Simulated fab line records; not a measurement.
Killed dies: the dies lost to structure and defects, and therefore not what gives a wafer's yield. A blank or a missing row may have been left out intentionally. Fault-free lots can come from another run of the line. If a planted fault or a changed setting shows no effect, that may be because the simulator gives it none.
A lot that was struck, set against a sound lot || flow nand_harc || 26 steps out of a route of 1159
Sound: wafers L564.1, L564.2, L564.3. Wafers L568.2, L568.3, L568.6 were the ones struck. At the end, the cause is stated.
Each step with rows lists, per side, the tool, then ch with its chambers, then its first start. Under that, the readings that differ: sound wafers || struck wafers || difference of the means || sigmas: that difference in standard deviations of wafers without a fault.
alike: words and numbers the same on both sides, and readings whose means are apart by under 2 such deviations; not compared: readings that were withheld, readings missing a value for some wafer, numbers with overlapping values and no deviation given by the record, and bounds like >300 which may hide the same value.
The two part at a step that has a row with sigmas, a row that says differs or no value, or rows on one side only. Numbers that have no deviation but don't overlap get no sigmas and don't part them. A reading missing from all wafers of one side parts the sides only when that side holds two or more wafers.

first, 1 step without rows for these wafers: NHARC_A_BLC_STRIP_29 (strips in CF4).
NHARC_A_BLC_STRIP_21: strips in O2.
  sound on rie_diel-07 ch 0,2,3, day 19 04:30; struck on rie_diel-03 ch 1,3, day 20 11:03
  alike: chamber_pressure_mTorr, drypump_motor_current_A, oes_product_au, rf_vpp_V, showerhead_plenum_p_Torr, throttle_valve_pct
  not compared: rf_hours_counter_h
then, 1 step without rows for these wafers: NHARC_A_BLC_STRIP_22 (strips in post etch residue remover, time 600 s).
NHARC_A_BLC_DEGAS_30: time 60 s.
  sound on pvd_sputter-02 at day 19 04:55; struck on pvd_sputter-01 at day 20 11:29
  alike: heater_power_w, susceptor_temp_C
then, 1 step without rows for these wafers: NHARC_A_BLC_PRE_CLEAN_31 (time 15 s).
NHARC_A_BLC_PVD_32: deposits Ti, target thk 5 nm, time 17.7 s.
  sound on pvd_sputter-02; struck on pvd_sputter-01
  alike: cathode_dc_power_W, throttle_valve_pct
then, 2 steps without rows for these wafers: NHARC_A_BLC_ALD_23 (deposits TiN, target thk 3 nm, pulse time 1 s, ald cycles 150); NHARC_A_BLC_CVD_24 (deposits W, target thk 150 nm, time 434 s).
NHARC_A_BLC_CMP_25: polishes, t overpolish 30 s, target thk 150 nm.
  sound on cmp-01 ch 0,1,3, day 19 07:35; struck on cmp-02 ch 0,1,2, day 20 12:31
  alike: motor_current_A, overpolish_run_s, slurry_flow_ml_min, time_to_endpoint_s
next, for these wafers, 1 step has no rows: NHARC_A_BLC_SRD_27.
NHARC_A_BLC_INSPECT_28:
  sound on defect_inspect-01 at day 19 07:59; struck on defect_inspect-01 at day 20 12:53
  alike: raw_defect_count
NHARC_A_M0_DEP_00: deposits SiOC, target thk 150 nm.
  sound on pecvd-04 ch 0,1,2, day 19 08:03; struck on pecvd-04 ch 0,2, day 20 12:56
  alike: rf_fwd_power_W
then, 9 steps without rows for these wafers: NHARC_A_M0_DEHYDRATE_01 (time 120 s); NHARC_A_M0_HMDS_02 (time 30 s); NHARC_A_M0_COAT_33 (time 65 s); NHARC_A_M0_COAT_03 (resist thk 90 nm); NHARC_A_M0_SOFTBAKE_04 (time 55 s); NHARC_A_M0_EBR_05; NHARC_A_M0_EXPOSE_06 (exposes mask A M0, target cd 80 nm); NHARC_A_M0_PEB_07 (peb time 65 s); NHARC_A_M0_DEVELOP_08 (develop time 35 s).
NHARC_A_M0_CD_MEAS_09: target cd 80 nm.
  sound on cd_sem-03 ch 0, day 19 08:53; struck on cd_sem-02 ch 0, day 20 13:49
  alike: cd_nm
NHARC_A_M0_OVL_MEAS_10: pitch 160 nm.
  sound on overlay-01 at day 19 08:59; struck on overlay-01 at day 20 13:53
{"reading": "overlay_x_nm (nm)", "sound": "-0.4 0.0 -0.1", "struck": "1.9 1.9 2.2", "difference": "+2.2", "sigmas": "+3"}
  alike: overlay_y_nm
NHARC_A_M0_INSPECT_11:
  sound on defect_inspect-01 at day 19 09:01; struck on defect_inspect-02 at day 20 13:56
{"reading": "raw_defect_count", "sound": "25 23 21", "struck": "935 945 948", "difference": "+920", "sigmas": "+77"}
NHARC_A_M0_DESCUM_14: chemistry O2, time 3 s.
  sound on rie_diel-04 ch 0,1,3, day 19 09:05; struck on rie_diel-13 ch 2,3, day 20 13:59
  alike: chamber_pressure_mTorr, drypump_motor_current_A, oes_product_au, rf_vpp_V, showerhead_plenum_p_Torr, throttle_valve_pct
  not compared: rf_hours_counter_h
NHARC_END_SORT_01:
  sound on prober-01 ch 0, day 21 09:29; struck on prober-01 ch 0, day 22 09:10
{"reading": "defect_limited_yield (%)", "sound": "95.3 96.5 96.6", "struck": "82.4 88.0 79.8", "difference": -12.7, "sigmas": -9}
{"reading": "killed_at_array", "sound": "28 23 22", "struck": "116 77 133", "difference": "+84", "sigmas": "+9"}
{"reading": "killed_dies", "sound": "32 24 23", "struck": "119 81 137", "difference": "+86", "sigmas": "+9"}
{"reading": "sort_bin_2_pct (%)", "sound": "1.9 0.7 0.6", "struck": "5.9 4.6 7.5", "difference": "+4.9", "sigmas": "+8"}
{"reading": "sort_bin_3_pct (%)", "sound": "0.30 0 0.15", "struck": "4.73 3.69 5.47", "difference": "+4.48", "sigmas": "+26"}
{"reading": "sort_bin_4_pct (%)", "sound": "2.5 2.8 2.7", "struck": "6.9 3.7 7.2", "difference": "+3.3", "sigmas": "+4"}
{"reading": "sort_n_pass", "sound": "645 653 654", "struck": "558 596 540", "difference": -86, "sigmas": -9}
{"reading": "sort_rim_yield_pct (%)", "sound": "92.5 95.3 93.4", "struck": "92.5 82.1 87.7", "difference": -6.3, "sigmas": -3}
{"reading": "sort_yield_pct (%)", "sound": "95.3 96.5 96.6", "struck": "82.4 88.0 79.8", "difference": -12.7, "sigmas": -9}
  alike: killed_at_other, killed_at_periphery, killed_open, killed_short

## WHERE THEY PART
Earliest at NHARC_A_M0_OVL_MEAS_10; latest, in this record, at NHARC_END_SORT_01.

WHY: whatever the simulator had introduced
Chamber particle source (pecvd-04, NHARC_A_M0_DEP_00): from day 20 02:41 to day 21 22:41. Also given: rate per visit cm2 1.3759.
